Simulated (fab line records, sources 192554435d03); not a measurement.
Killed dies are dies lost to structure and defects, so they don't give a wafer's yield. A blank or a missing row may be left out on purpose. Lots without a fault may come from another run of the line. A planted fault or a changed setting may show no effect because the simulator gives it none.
Which tool did it? | flow n5_finfet | 12 lots, 36 wafers sampled, at 1 step of a route of 1938

WHAT THE GAUGES READ, wafer by wafer
N5_BEOL_M9_THK_MEAS_01.
lot  | measured     | on            | M9_ILD_THK (nm)
L074 | day 9 13:37  | film_metro-02 | 259 262 268
L077 | day 10 03:40 | film_metro-02 | 272 265 266
L078 | day 10 15:50 | film_metro-02 | 266 267 269
L081 | day 10 19:51 | film_metro-01 | 268 273 276
L083 | day 11 08:53 | film_metro-02 | 266 262 271
L086 | day 13 00:57 | film_metro-01 | 267 268 270
L085 | day 13 03:13 | film_metro-01 | 266 267 270
L089 | day 13 15:49 | film_metro-01 | 263 269 263
L090 | day 13 16:46 | film_metro-01 | 267 270 270
L092 | day 13 20:55 | film_metro-02 | 263 273 274
L095 | day 15 01:32 | film_metro-01 | 268 268 270
L097 | day 15 16:58 | film_metro-02 | 267 270 274

WHICH TOOL RAN EACH LOT (tool, then ch and the chambers of the sampled wafers, then the start)
The record holds no process step before these readings.

THE ANSWER, worked out from the rows above alone
Rule: what is usual is taken from the lots themselves. Put in order of their means at a reading, lots are off if they are a third of the lots or fewer, leave a main group of 4 or more, and stand apart from it by a gap of 3 or more times the standard deviation of the main group's means; of several such gaps the widest counts. A main group whose means are all the same, to the digits that the tables above print for the reading, isn't used. A lot without any number at a reading at which 4 lots or more have one is off too. The other lots that the step has rows for count as sound.
No lot is off at any reading shown: from this, nothing can be told.

WHAT THE SIMULATOR HAD PUT IN
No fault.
